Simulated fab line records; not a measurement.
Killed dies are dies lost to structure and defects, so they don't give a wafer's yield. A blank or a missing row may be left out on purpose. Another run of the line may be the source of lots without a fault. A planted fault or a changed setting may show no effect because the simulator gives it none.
The tool behind it: which one?    flow nand harc    13 lots with 39 wafers sampled at 2 steps, on a route of 1159 steps

WHAT THE GAUGES SHOWED, per wafer
NHARC_P_STI_INSPECT_11. Usual: raw defect count at 5.5, with a standard deviation of 3.
lot   measured     on                 raw defect count  flag
L953  day 2 11:01  defect inspect-02  9 6 10            
L954  day 2 19:20  defect inspect-02  3 3 4             
L955  day 3 01:38  defect inspect-01  9 11 5            
L957  day 3 09:11  defect inspect-02  8 2 8             
L958  day 3 16:59  defect inspect-01  8 3 5             
L959  day 4 00:11  defect inspect-02  12 15 11          
L960  day 4 08:39  defect inspect-01  1 5 8             
L962  day 4 17:25  defect inspect-02  6 7 3             
L965  day 5 13:08  defect inspect-02  2 11 10           
L967  day 5 23:29  defect inspect-01  5 3 3             
L970  day 6 19:41  defect inspect-01  3 7 3             
L975  day 7 22:52  defect inspect-02  4 5 4             
L976  day 8 04:49  defect inspect-02  8 5 8             

TOOL THAT RAN EACH LOT (tool first, then ch and the chambers of the sampled wafers, then the start)
lot   NHARC_P_ZERO_WELL_ETCH_62
L953  rie diel-09 ch 0,1,3, day 2 11:01 or earlier
L954  rie diel-10 ch 0,1,2, day 2 19:20 or earlier
L955  rie diel-10 ch 0,1,3, day 3 01:38 or earlier
L957  rie diel-10 ch 0,1,3, day 3 09:11 or earlier
L958  rie diel-09 ch 0,1,2, day 3 16:59 or earlier
L959  rie diel-03 ch 1,2,3, day 4 00:11 or earlier
L960  rie diel-03 ch 0,1,3, day 4 08:39 or earlier
L962  rie diel-10 ch 0,1,2, day 4 17:25 or earlier
L965  rie diel-03 ch 1,3, day 5 13:08 or earlier
L967  rie diel-10 ch 1,3, day 5 23:29 or earlier
L970  rie diel-09 ch 0,1,3, day 6 19:41 or earlier
L975  rie diel-03 ch 1,2, day 7 22:52 or earlier
L976  rie diel-10 ch 1,2,3, day 8 04:49 or earlier
- NHARC_P_ZERO_WELL_ETCH_62: etches the open film in CHF3/Ar, target depth 13 nm, time 6.5 s.

WHAT THE TOOLS THEMSELVES READ (means of the sampled wafers that have a number; where no wafer has one, the mark that the record gives instead)
NHARC_P_ZERO_WELL_ETCH_62. Usual: drypump motor current A 5.6 A, standard deviation 0.33; mfc ar sccm 200.1 sccm, standard deviation 0.61; oes product au 0.960 a.u., standard deviation 0.018; rf fwd power W 488.6 W, standard deviation 2.4; rf vpp V 371.4 V, standard deviation 2.4; showerhead plenum p Torr 2.38 Torr, standard deviation 0.1; throttle valve pct 20.217 %, standard deviation 0.0081.
lot   tool         drypump motor current A (A)  mfc ar sccm (sccm)  oes product au (a.u.)  rf fwd power W (W)  rf vpp V (V)  showerhead plenum p Torr (Torr)  throttle valve pct (%)  flag
L953  rie diel-09  5.6                          199.8               0.974                  489.7               373.1         2.45                             20.224                  
L954  rie diel-10  5.4                          200.9               0.970                  489.7               371.6         2.39                             20.217                  
L955  rie diel-10  5.6                          200.1               0.967                  489.9               369.9         2.30                             20.214                  
L957  rie diel-10  5.6                          200.1               0.958                  489.3               369.4         2.30                             20.225                  
L958  rie diel-09  5.4                          199.9               0.968                  488.2               372.2         2.41                             20.219                  
L959  rie diel-03  5.8                          200.5               0.975                  488.0               369.4         2.31                             20.217                  
L960  rie diel-03  5.9                          199.8               0.978                  486.7               371.0         2.38                             20.214                  
L962  rie diel-10  5.4                          200.1               0.953                  488.4               371.3         2.38                             20.209                  
L965  rie diel-03  6.0                          199.3               0.972                  487.5               370.9         2.37                             20.216                  
L967  rie diel-10  5.5                          200.4               0.971                  488.3               371.0         2.34                             20.205                  
L970  rie diel-09  5.6                          200.3               0.955                  490.0               373.2         2.45                             20.217                  
L975  rie diel-03  5.7                          199.4               0.926                  486.1               370.6         2.33                             20.217                  
L976  rie diel-10  5.7                          199.9               0.976                  487.8               372.1         2.39                             20.226                  

THE ANSWER, worked out from the rows above alone
Rule: lot off if the mean of its wafers having a number is beyond 3 standard deviations from the usual mean. A lot without any number at a reading at which 4 lots or more have one is off too. Any other lot the step has rows for is counted as sound. After the gauges, taken in route order, come the tools' own readings; for these a lot's mean is taken, as printed above. At the first step where some lot is off, the reading lying furthest off is the one used; lots without a number count as furthest.
No lot is off on any of the readings shown, so nothing can be concluded from this.

WHAT WAS PUT IN BY THE SIMULATOR
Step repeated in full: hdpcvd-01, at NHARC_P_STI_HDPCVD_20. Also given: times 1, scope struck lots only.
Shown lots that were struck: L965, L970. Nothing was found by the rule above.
